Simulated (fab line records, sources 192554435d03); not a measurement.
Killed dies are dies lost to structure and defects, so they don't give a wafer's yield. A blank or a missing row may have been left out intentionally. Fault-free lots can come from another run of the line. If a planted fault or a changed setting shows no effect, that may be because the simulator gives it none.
Lot-split experiment || flow n5 finfet || on a route of 1938 steps: 7 lots, 39 wafers read

SPLIT DETAILS
At N5_BEOL_M11_CVD_75 (deposits Co from CCTBA/H2, target thk 2 nm, time 138.9 s), the setting target thk a was moved away from the recipe's 20 angstrom on 15 of the 39 wafers read, by -45.4% to +55.5%. For the rest of the wafers, this setting stayed at what the recipe calls for.

The split's own step is where the reading is taken.

THE READING
Co_of_BEOL_M11_CVD_75.thk nm (the simulator's own value, which no gauge read), in nm, at N5_BEOL_M11_CVD_75 (deposits Co from CCTBA/H2, target thk 2 nm, time 138.9 s). There is no usual value for it anywhere in the file. The 24 wafers here that ran the recipe average 2.0 nm, standard deviation 0.12 nm.

{"wafer": "L077.1", "tool, chamber at the split": "cvd co-02, 0,2", "target thk a as run, angstrom": 20, "against the recipe": "recipe", "Co_of_BEOL_M11_CVD_75.thk nm, nm": 2, "against lot-mates on the recipe": "-"}
{"wafer": "L077.2", "tool, chamber at the split": "cvd co-02, 0,2", "target thk a as run, angstrom": 20, "against the recipe": "recipe", "Co_of_BEOL_M11_CVD_75.thk nm, nm": 2, "against lot-mates on the recipe": "-"}
{"wafer": "L077.3", "tool, chamber at the split": "cvd co-02, 1,2", "target thk a as run, angstrom": 25.47, "against the recipe": "+27.3%", "Co_of_BEOL_M11_CVD_75.thk nm, nm": 2.4, "against lot-mates on the recipe": "+0.3"}
{"wafer": "L077.4", "tool, chamber at the split": "cvd co-02, 1,2", "target thk a as run, angstrom": 25.47, "against the recipe": "+27.3%", "Co_of_BEOL_M11_CVD_75.thk nm, nm": 2.4, "against lot-mates on the recipe": "+0.3"}
{"wafer": "L077.5", "tool, chamber at the split": "cvd co-02, 0", "target thk a as run, angstrom": 20, "against the recipe": "recipe", "Co_of_BEOL_M11_CVD_75.thk nm, nm": 2.2, "against lot-mates on the recipe": "-"}
{"wafer": "L077.6", "tool, chamber at the split": "cvd co-02, 1", "target thk a as run, angstrom": 25.47, "against the recipe": "+27.3%", "Co_of_BEOL_M11_CVD_75.thk nm, nm": 2.6, "against lot-mates on the recipe": "+0.5"}
{"wafer": "L076.1", "tool, chamber at the split": "cvd co-01, 1,1,2", "target thk a as run, angstrom": 10.93, "against the recipe": "-45.4%", "Co_of_BEOL_M11_CVD_75.thk nm, nm": 0.8, "against lot-mates on the recipe": -1.0}
{"wafer": "L076.4", "tool, chamber at the split": "cvd co-01, 1,1,2", "target thk a as run, angstrom": 10.93, "against the recipe": "-45.4%", "Co_of_BEOL_M11_CVD_75.thk nm, nm": 0.8, "against lot-mates on the recipe": -1.0}
{"wafer": "L076.5", "tool, chamber at the split": "cvd co-01, 1,1,2", "target thk a as run, angstrom": 10.93, "against the recipe": "-45.4%", "Co_of_BEOL_M11_CVD_75.thk nm, nm": 0.8, "against lot-mates on the recipe": -1.0}
{"wafer": "L076.2", "tool, chamber at the split": "cvd co-01, 2,0,0", "target thk a as run, angstrom": 20, "against the recipe": "recipe", "Co_of_BEOL_M11_CVD_75.thk nm, nm": 1.8, "against lot-mates on the recipe": "-"}
{"wafer": "L076.3", "tool, chamber at the split": "cvd co-01, 2,0,0", "target thk a as run, angstrom": 20, "against the recipe": "recipe", "Co_of_BEOL_M11_CVD_75.thk nm, nm": 1.8, "against lot-mates on the recipe": "-"}
{"wafer": "L076.6", "tool, chamber at the split": "cvd co-01, 2,0,0", "target thk a as run, angstrom": 20, "against the recipe": "recipe", "Co_of_BEOL_M11_CVD_75.thk nm, nm": 1.8, "against lot-mates on the recipe": "-"}
{"wafer": "L079.1", "tool, chamber at the split": "cvd co-02, 1,0", "target thk a as run, angstrom": 20, "against the recipe": "recipe", "Co_of_BEOL_M11_CVD_75.thk nm, nm": 2, "against lot-mates on the recipe": "-"}
{"wafer": "L079.4", "tool, chamber at the split": "cvd co-02, 1,0", "target thk a as run, angstrom": 20, "against the recipe": "recipe", "Co_of_BEOL_M11_CVD_75.thk nm, nm": 2, "against lot-mates on the recipe": "-"}
{"wafer": "L079.2", "tool, chamber at the split": "cvd co-02, 2", "target thk a as run, angstrom": 20, "against the recipe": "recipe", "Co_of_BEOL_M11_CVD_75.thk nm, nm": 1.8, "against lot-mates on the recipe": "-"}
{"wafer": "L079.3", "tool, chamber at the split": "cvd co-02, 0,1,2", "target thk a as run, angstrom": 23.02, "against the recipe": "+15.1%", "Co_of_BEOL_M11_CVD_75.thk nm, nm": 2.4, "against lot-mates on the recipe": "+0.5"}
{"wafer": "L079.5", "tool, chamber at the split": "cvd co-02, 0,1,2", "target thk a as run, angstrom": 23.02, "against the recipe": "+15.1%", "Co_of_BEOL_M11_CVD_75.thk nm, nm": 2.4, "against lot-mates on the recipe": "+0.5"}
{"wafer": "L079.6", "tool, chamber at the split": "cvd co-02, 0,1,2", "target thk a as run, angstrom": 23.02, "against the recipe": "+15.1%", "Co_of_BEOL_M11_CVD_75.thk nm, nm": 2.4, "against lot-mates on the recipe": "+0.5"}
{"wafer": "L078.1", "tool, chamber at the split": "cvd co-01, 0", "target thk a as run, angstrom": 31.11, "against the recipe": "+55.5%", "Co_of_BEOL_M11_CVD_75.thk nm, nm": 3.2, "against lot-mates on the recipe": "+1.3"}
{"wafer": "L078.5", "tool, chamber at the split": "cvd co-01, 0", "target thk a as run, angstrom": 31.11, "against the recipe": "+55.5%", "Co_of_BEOL_M11_CVD_75.thk nm, nm": 3.2, "against lot-mates on the recipe": "+1.3"}
{"wafer": "L078.2", "tool, chamber at the split": "cvd co-01, 2", "target thk a as run, angstrom": 20, "against the recipe": "recipe", "Co_of_BEOL_M11_CVD_75.thk nm, nm": 2, "against lot-mates on the recipe": "-"}
{"wafer": "L078.4", "tool, chamber at the split": "cvd co-01, 2", "target thk a as run, angstrom": 20, "against the recipe": "recipe", "Co_of_BEOL_M11_CVD_75.thk nm, nm": 2, "against lot-mates on the recipe": "-"}
{"wafer": "L078.3", "tool, chamber at the split": "cvd co-01, 1", "target thk a as run, angstrom": 20, "against the recipe": "recipe", "Co_of_BEOL_M11_CVD_75.thk nm, nm": 1.8, "against lot-mates on the recipe": "-"}
{"wafer": "L078.6", "tool, chamber at the split": "cvd co-01, 1", "target thk a as run, angstrom": 31.11, "against the recipe": "+55.5%", "Co_of_BEOL_M11_CVD_75.thk nm, nm": 3, "against lot-mates on the recipe": "+1.1"}
{"wafer": "L082.1", "tool, chamber at the split": "cvd co-01, 1,0,2", "target thk a as run, angstrom": 20, "against the recipe": "recipe", "Co_of_BEOL_M11_CVD_75.thk nm, nm": 2, "against lot-mates on the recipe": "-"}
{"wafer": "L082.4", "tool, chamber at the split": "cvd co-01, 1,0,2", "target thk a as run, angstrom": 20, "against the recipe": "recipe", "Co_of_BEOL_M11_CVD_75.thk nm, nm": 2, "against lot-mates on the recipe": "-"}
{"wafer": "L082.6", "tool, chamber at the split": "cvd co-01, 1,0,2", "target thk a as run, angstrom": 20, "against the recipe": "recipe", "Co_of_BEOL_M11_CVD_75.thk nm, nm": 2, "against lot-mates on the recipe": "-"}
{"wafer": "L087.1", "tool, chamber at the split": "cvd co-02, 2,2,0", "target thk a as run, angstrom": 20, "against the recipe": "recipe", "Co_of_BEOL_M11_CVD_75.thk nm, nm": 2, "against lot-mates on the recipe": "-"}
{"wafer": "L087.4", "tool, chamber at the split": "cvd co-02, 2,2,0", "target thk a as run, angstrom": 20, "against the recipe": "recipe", "Co_of_BEOL_M11_CVD_75.thk nm, nm": 2, "against lot-mates on the recipe": "-"}
{"wafer": "L087.6", "tool, chamber at the split": "cvd co-02, 2,2,0", "target thk a as run, angstrom": 20, "against the recipe": "recipe", "Co_of_BEOL_M11_CVD_75.thk nm, nm": 2, "against lot-mates on the recipe": "-"}
{"wafer": "L087.2", "tool, chamber at the split": "cvd co-02, 1,0", "target thk a as run, angstrom": 20, "against the recipe": "recipe", "Co_of_BEOL_M11_CVD_75.thk nm, nm": 2.2, "against lot-mates on the recipe": "-"}
{"wafer": "L087.3", "tool, chamber at the split": "cvd co-02, 1,0", "target thk a as run, angstrom": 20, "against the recipe": "recipe", "Co_of_BEOL_M11_CVD_75.thk nm, nm": 2.2, "against lot-mates on the recipe": "-"}
{"wafer": "L087.5", "tool, chamber at the split": "cvd co-02, 1", "target thk a as run, angstrom": 20, "against the recipe": "recipe", "Co_of_BEOL_M11_CVD_75.thk nm, nm": 1.8, "against lot-mates on the recipe": "-"}
{"wafer": "L096.1", "tool, chamber at the split": "cvd co-01, 1,2", "target thk a as run, angstrom": 20, "against the recipe": "recipe", "Co_of_BEOL_M11_CVD_75.thk nm, nm": 2, "against lot-mates on the recipe": "-"}
{"wafer": "L096.2", "tool, chamber at the split": "cvd co-01, 1,2", "target thk a as run, angstrom": 20, "against the recipe": "recipe", "Co_of_BEOL_M11_CVD_75.thk nm, nm": 2, "against lot-mates on the recipe": "-"}
{"wafer": "L096.3", "tool, chamber at the split": "cvd co-01, 0", "target thk a as run, angstrom": 23.56, "against the recipe": "+17.8%", "Co_of_BEOL_M11_CVD_75.thk nm, nm": 2.4, "against lot-mates on the recipe": "+0.5"}
{"wafer": "L096.4", "tool, chamber at the split": "cvd co-01, 0", "target thk a as run, angstrom": 23.56, "against the recipe": "+17.8%", "Co_of_BEOL_M11_CVD_75.thk nm, nm": 2.4, "against lot-mates on the recipe": "+0.5"}
{"wafer": "L096.5", "tool, chamber at the split": "cvd co-01, 1", "target thk a as run, angstrom": 23.56, "against the recipe": "+17.8%", "Co_of_BEOL_M11_CVD_75.thk nm, nm": 2.2, "against lot-mates on the recipe": "+0.3"}
{"wafer": "L096.6", "tool, chamber at the split": "cvd co-01, 2", "target thk a as run, angstrom": 20, "against the recipe": "recipe", "Co_of_BEOL_M11_CVD_75.thk nm, nm": 1.8, "against lot-mates on the recipe": "-"}
When a row names more than one chamber, that row covers several wafers, and the file does not tell which wafer ran in which chamber.

THE FIT
A straight line over all 39 wafers: Co_of_BEOL_M11_CVD_75.thk nm changes by +0.0227 nm for each +1% of target thk a; r = +0.97; the points scatter about the line by 0.13 nm.
The same after taking each lot's own level away (the mean of its wafers on the recipe; 39 wafers): +0.0213 nm for each +1%; r = +0.97; scatter 0.11 nm.
On that fit, the largest move of target thk a shifts the reading by 1.2 nm.
Measured against the standard deviation above, the lots' own levels, which go from 1.80 to 2.07 nm, span 2.1 times it.
The two slopes are in agreement: the lot-to-lot level therefore moves the slope only a little.
Check: with one of the wafers moved furthest among these (+55.5%) left out of the fit, the line predicts +1.17 nm for it against its lot-mates. It came out at +1.27 nm against them.

THE OTHER SPLITS THESE WAFERS WENT THROUGH
Before the reading, these wafers also passed through other splits. Each is held against what the fit with the lots' levels taken away leaves over:
{"other split on the same wafers": "N5_BEOL_M9_TRENCH_ETCH_37 time s", "wafers away from the commonest value": 9, "r with Co_of_BEOL_M11_CVD_75.thk nm (lot level and that fit taken away)": -0.21}

THE FILE'S OWN FIT
Co_of_BEOL_M11_CVD_75.thk nm changes by +0.0213 nm for each +1% of target thk a, r = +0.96.
